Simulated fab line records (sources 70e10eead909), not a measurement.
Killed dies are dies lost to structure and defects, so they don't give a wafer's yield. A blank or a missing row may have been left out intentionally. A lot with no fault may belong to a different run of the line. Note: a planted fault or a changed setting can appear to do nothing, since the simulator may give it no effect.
A struck lot beside a sound one ; flow nand-harc ; 15 steps out of a route of 1302
Sound: wafers L664.1, L664.5, L664.6. Wafers L676.1, L676.2, L676.5 were the ones struck. The cause is named last.
For every step that has rows: the tool of each side, followed by ch and its chambers, followed by its first start. Under that, the readings that differ: sound wafers ; struck wafers ; difference of the means ; sigmas: that difference in standard deviations of wafers without a fault.
alike: readings whose means differ by less than 2 such deviations, and words and numbers that are the same on both sides. not compared: withheld readings, readings that some wafer has no value for, bounds like >300 that may hide the same value, and numbers for which the record gives no deviation and whose values overlap.
The two part at a step that has a row with sigmas, a row that says differs or no value, or rows on one side only. When numbers do not overlap yet have no deviation, they are printed without sigmas and do not part them. A reading missing from all wafers of one side parts the sides only when that side holds two or more wafers.

first, 3 steps without rows for these wafers: NHARC_A_SGD_CUT_SRD_19; NHARC_A_SGD_CUT_DEP_20 (deposits SiO2, target thk 150 nm); NHARC_A_SGD_CUT_ANNEAL_27 (time 1800 s).
NHARC_A_SGD_CUT_CMP_21: polishes, target thk 148.19 nm.
  sound on cmp-03 ch 0,1,3, day 20 08:35; struck on cmp-01 ch 0,2,3, day 25 06:54
  alike: motor-current-A, time-to-endpoint-s
NHARC_A_SGD_CUT_THK_MEAS_22: measures by ellipsometry.
  struck on film-metro-02, day 25 07:08; sound on film-metro-02, day 20 08:48
  alike: thk-nm
then, 2 steps without rows for these wafers: NHARC_A_SGD_CUT_SRD_23; NHARC_A_SGD_CUT_ETCH_26 (etches SiO2 in dHF, target depth 45.8 nm).
NHARC_A_SGD_CUT_ETCHBACK_24: etches the open film in CH3F/O2, target depth 50 nm, time 92.857 s.
  sound on rie-diel-02 ch 0,1,3, day 20 09:03; struck on rie-diel-09 ch 1,2,3, day 25 07:22
  alike: drypump-motor-current-A, oes-product-au, rf-vpp-V, showerhead-plenum-p-Torr, throttle-valve-pct
  not compared: rf-hours-counter-h
NHARC_A_SGD_CUT_STRIP_28: strips in O2, time 20 s.
  sound on rie-diel-02 ch 0,1,2; struck on rie-diel-09 ch 1,2, day 25 07:32
  alike: drypump-motor-current-A, oes-product-au, rf-vpp-V, showerhead-plenum-p-Torr, throttle-valve-pct
  not compared: rf-hours-counter-h
NHARC_A_SGD_CUT_INSPECT_25:
  struck on defect-inspect-01, day 25 07:38; sound on defect-inspect-01, day 20 09:16
  alike: raw-defect-count
NHARC_A_SLIT_DEP_25: deposits SiO2, target thk 200 nm.
  sound on pecvd-04 ch 1,2, day 20 09:20; struck on pecvd-04 ch 1,2, day 25 07:44
  alike: chamber-pressure-Torr, flow-sccm, heater-power-w, showerhead-vpp-V, throttle-valve-pct
NHARC_A_SLIT_DEP_00: deposits aC, target thk 6200 nm.
  sound on acl-dep-02 ch 0, day 20 12:13; struck on acl-dep-02 ch 0, day 25 08:19
  alike: susceptor-temp-C, throttle-valve-pct
NHARC_A_SLIT_DEP_23: deposits SiON, target thk 100 nm.
  sound on pecvd-01 ch 0,2, day 20 16:02; struck on pecvd-02 ch 0,2, day 25 12:08
  no value came back on the struck wafers for chamber-pressure-Torr (Torr), heater-power-outer-w (W), heater-power-w (W), showerhead-vpp-V (V); on the sound wafers chamber-pressure-Torr (Torr) reads 3.492 3.508 3.492
then, 1 step without rows for these wafers: NHARC_A_SLIT_DEHYDRATE_01 (time 120 s).
-- the record jumps here: 6 days lie between the struck wafers' starts before and after (it left off in module A_SLIT and takes up again in module END, whose first step shown is number 1302 of the route) --
NHARC_END_SORT_01:
  at this point the record logs the struck wafers (prober-01 ch 0, day 31 10:22) and has no rows for the sound ones

## WHERE THEY PART
Earliest at NHARC_A_SLIT_DEP_23; latest, in this record, at NHARC_END_SORT_01.

WHY: what had been put in by the simulator
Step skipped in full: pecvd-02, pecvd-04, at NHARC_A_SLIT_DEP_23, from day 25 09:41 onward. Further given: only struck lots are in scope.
